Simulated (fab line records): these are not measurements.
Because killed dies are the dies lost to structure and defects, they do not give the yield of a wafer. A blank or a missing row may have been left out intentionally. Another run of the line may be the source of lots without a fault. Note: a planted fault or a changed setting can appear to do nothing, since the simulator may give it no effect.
Split-lot study | flow n5 finfet | on a route of 1938 steps: 7 lots, 21 wafers read

== SPLIT DETAILS ==
At N5_BEOL_M14_ILD_DEP_00 (deposits SiO2 from TEOS/O2, target thk 1119.3 nm, time 237.4 s), the setting temp c was moved away from the recipe's 400 C on 10 of the 21 wafers read, by -1.8% to +1.7%. The other wafers ran this setting at the recipe's value.

No step appears in the file between the split and the reading.

== THE READING ==
At N5_BEOL_M14_THK_MEAS_01: M14_ILD_THK, given in nm. Fault-free wafers of this fab line usually give 1120 nm, standard deviation 17 nm.

wafer  | tool, chamber at the split | temp c as run, C | against the recipe | M14_ILD_THK, nm | against lot-mates on the recipe
L079.2 | pecvd-04, 1                | 400              | recipe             | 1119            | -
L079.5 | pecvd-04, 0                | 400              | recipe             | 1144            | -
L079.6 | pecvd-04, 2                | 400              | recipe             | 1133            | -
L078.1 | pecvd-03, 0                | 404.4            | +1.1%              | 1045            | -52
L078.3 | pecvd-03, 0                | 400              | recipe             | 1097            | -
L078.5 | pecvd-03, 0                | 404.4            | +1.1%              | 1058            | -39
L083.1 | pecvd-04, 1                | 406.7            | +1.7%              | 1062            | no lot-mate on the recipe
L083.2 | pecvd-04, 0                | 406.7            | +1.7%              | 1060            | no lot-mate on the recipe
L083.4 | pecvd-04, 1                | 406.7            | +1.7%              | 1064            | no lot-mate on the recipe
L081.3 | pecvd-03, 1                | 400              | recipe             | 1095            | -
L081.4 | pecvd-03, 2                | 400              | recipe             | 1115            | -
L081.6 | pecvd-03, 1                | 392.7            | -1.8%              | 1178            | +73
L086.2 | pecvd-01, 1                | 392.8            | -1.8%              | 1153            | +20
L086.4 | pecvd-01, 0                | 392.8            | -1.8%              | 1198            | +65
L086.6 | pecvd-01, 0                | 400              | recipe             | 1133            | -
L089.2 | pecvd-01, 0                | 400              | recipe             | 1095            | -
L089.4 | pecvd-01, 0                | 400              | recipe             | 1131            | -
L089.5 | pecvd-01, 2                | 400              | recipe             | 1134            | -
L091.1 | pecvd-03, 1                | 406.9            | +1.7%              | 1061            | -72
L091.2 | pecvd-03, 0                | 406.9            | +1.7%              | 1078            | -55
L091.4 | pecvd-03, 2                | 400              | recipe             | 1133            | -

FIT RESULTS
A straight line over all 21 wafers: M14_ILD_THK changes by -34.1 nm for each +1% of temp c; r = -0.91; the points scatter about the line by 18 nm.
The same after taking each lot's own level away (the mean of its wafers on the recipe; 18 wafers): -33.3 nm for each +1%; r = -0.92; scatter 15 nm.
That fit puts the effect of the largest move of temp c on the reading at 61 nm.
Measured against the standard deviation above, the lots' own levels, which go from 1097.0 to 1133.0 nm, span 2.1 times it.
Consequently the slope shifts little with the lot-to-lot level, the two slopes agreeing.
Check: +52.9 nm against its lot-mates is what the line predicts for one of the wafers moved furthest among these (-1.8%) when that wafer is left out of the fit. It came out at +73 nm against them.

== THESE WAFERS: OTHER SPLITS ==
Other splits were also applied to these wafers ahead of the reading. Each is held against what the fit with the lots' levels taken away leaves over:
other split on the same wafers | wafers away from the commonest value | r with M14_ILD_THK (lot level and that fit taken away)
N5_BEOL_M13_EXPOSE_07 dose mj  | 7                                    | +0.15
N5_BEOL_M13_SPUTTER_43 time s  | 10                                   | +0.12

== THE WHOLE CHAIN: every reading that the file lists as answering this split, in the file's order ==
step                    | what it does                                                   | reading                                                                             | change (the file's fit)              | r (the file's)
N5_BEOL_M14_ILD_DEP_00  | deposits SiO2 from TEOS/O2, target thk 1119.3 nm, time 237.4 s | SiO2_of_BEOL_M14_ILD_DEP_00.thk nm (the simulator's own value, which no gauge read) | -34.3 nm for each +1% of the setting | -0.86
N5_BEOL_M14_THK_MEAS_01 |                                                                | M14_ILD_THK                                                                         | -34.3 for each +1% of the setting    | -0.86
N5_BEOL_M14_VIA_ETCH_16 | etches SiO2 in C4F8/O2/Ar, target depth 1231.3 nm              | etch.depth nm (the simulator's own value, which no gauge read)                      | -34.3 nm for each +1% of the setting | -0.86
N5_BEOL_M14_ETCH_38     | etches SiCN in CF4/N2, target depth 106.5 nm, time 120.6 s     | SiO2_of_BEOL_M14_ILD_DEP_00.thk nm (the simulator's own value, which no gauge read) | -35 nm for each +1% of the setting   | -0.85

== FILE'S OWN FIT ==
M14_ILD_THK changes by -34.3 nm for each +1% of temp c, r = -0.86.
